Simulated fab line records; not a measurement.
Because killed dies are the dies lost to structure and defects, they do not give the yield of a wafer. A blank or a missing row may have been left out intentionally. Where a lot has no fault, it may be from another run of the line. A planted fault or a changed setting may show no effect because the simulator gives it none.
Matching of chambers / flow n5 finfet / N5_HKMG_FIN_ETCH_32 on rie diel-04: 4 sister chambers
The step etches SOC in N2/H2, target depth 240 nm, time 300 s. 14 wafers are shown with their chamber, then 7 later ones without.

== EACH WAFER AND ITS CHAMBER ==
wafer=L075.1; chamber=2; drypump motor current A (A)=5.9; throttle valve pct (%)=17.97; showerhead plenum p Torr (Torr)=2.59
wafer=L075.4; chamber=0; drypump motor current A (A)=5.4; throttle valve pct (%)=17.57; showerhead plenum p Torr (Torr)=2.59
wafer=L075.5; chamber=0; drypump motor current A (A)=5.4; throttle valve pct (%)=17.56; showerhead plenum p Torr (Torr)=2.59
wafer=L079.1; chamber=2; drypump motor current A (A)=5.9; throttle valve pct (%)=17.99; showerhead plenum p Torr (Torr)=2.58
wafer=L079.4; chamber=0; drypump motor current A (A)=5.4; throttle valve pct (%)=17.57; showerhead plenum p Torr (Torr)=2.59
wafer=L079.6; chamber=2; drypump motor current A (A)=5.9; throttle valve pct (%)=17.99; showerhead plenum p Torr (Torr)=2.58
wafer=L084.1; chamber=1; drypump motor current A (A)=6.0; throttle valve pct (%)=17.36; showerhead plenum p Torr (Torr)=2.59
wafer=L084.2; chamber=0; drypump motor current A (A)=5.5; throttle valve pct (%)=17.60; showerhead plenum p Torr (Torr)=2.58
wafer=L084.6; chamber=3; drypump motor current A (A)=5.5; throttle valve pct (%)=17.84; showerhead plenum p Torr (Torr)=2.60
wafer=L089.1; chamber=3; drypump motor current A (A)=5.6; throttle valve pct (%)=17.41; showerhead plenum p Torr (Torr)=2.60
wafer=L089.4; chamber=1; drypump motor current A (A)=6.0; throttle valve pct (%)=17.38; showerhead plenum p Torr (Torr)=2.59
wafer=L089.6; chamber=2; drypump motor current A (A)=5.9; throttle valve pct (%)=18.05; showerhead plenum p Torr (Torr)=2.57
wafer=L094.1; chamber=2; drypump motor current A (A)=5.9; throttle valve pct (%)=18.07; showerhead plenum p Torr (Torr)=2.57
wafer=L094.3; chamber=3; drypump motor current A (A)=5.6; throttle valve pct (%)=17.46; showerhead plenum p Torr (Torr)=2.60

SIGNATURES, as means of the wafers listed above
reading=drypump motor current A; chamber 0=5.425; chamber 1=6.000; chamber 2=5.900; chamber 3=5.567; scatter within a chamber=0.0376
reading=throttle valve pct; chamber 0=17.5750; chamber 1=17.3700; chamber 2=18.0140; chamber 3=17.5700; scatter within a chamber=0.109
reading=showerhead plenum p Torr; chamber 0=2.5875; chamber 1=2.5900; chamber 2=2.5780; chamber 3=2.6000; scatter within a chamber=0.00596
Rule: a wafer lies at a distance from a chamber equal to the root of the sum of squares, over the readings, of (its reading less the chamber's mean, divided by the reading's scatter). If the next closest chamber is less than 2 further off than the closest, the wafer can't be placed; otherwise it belongs to the closest. How the scatter is found: for the shown wafers, subtract from each reading the mean of its chamber, square and add these, divide the total by (wafers less chambers), then take the root.

== WAFERS MISSING THEIR CHAMBER ==
wafer=L094.4; drypump motor current A (A)=6.0; throttle valve pct (%)=17.39; showerhead plenum p Torr (Torr)=2.58
wafer=L095.2; drypump motor current A (A)=5.9; throttle valve pct (%)=18.05; showerhead plenum p Torr (Torr)=2.57
wafer=L095.4; drypump motor current A (A)=6.0; throttle valve pct (%)=17.40; showerhead plenum p Torr (Torr)=2.58
wafer=L095.5; drypump motor current A (A)=6.0; throttle valve pct (%)=17.42; showerhead plenum p Torr (Torr)=2.58
wafer=L097.3; drypump motor current A (A)=6.0; throttle valve pct (%)=17.41; showerhead plenum p Torr (Torr)=2.58
wafer=L097.4; drypump motor current A (A)=5.6; throttle valve pct (%)=17.44; showerhead plenum p Torr (Torr)=2.59
wafer=L097.6; drypump motor current A (A)=5.9; throttle valve pct (%)=18.09; showerhead plenum p Torr (Torr)=2.57

== WHICH CHAMBER EACH WENT THROUGH ==
wafer=L094.4; from the rows above=1; in truth=1
wafer=L095.2; from the rows above=2; in truth=2
wafer=L095.4; from the rows above=1; in truth=1
wafer=L095.5; from the rows above=1; in truth=1
wafer=L097.3; from the rows above=1; in truth=1
wafer=L097.4; from the rows above=3; in truth=3
wafer=L097.6; from the rows above=2; in truth=2
Placed correctly: 7 of 7. From these rows, 0 cannot be placed. 0 placed wrongly.
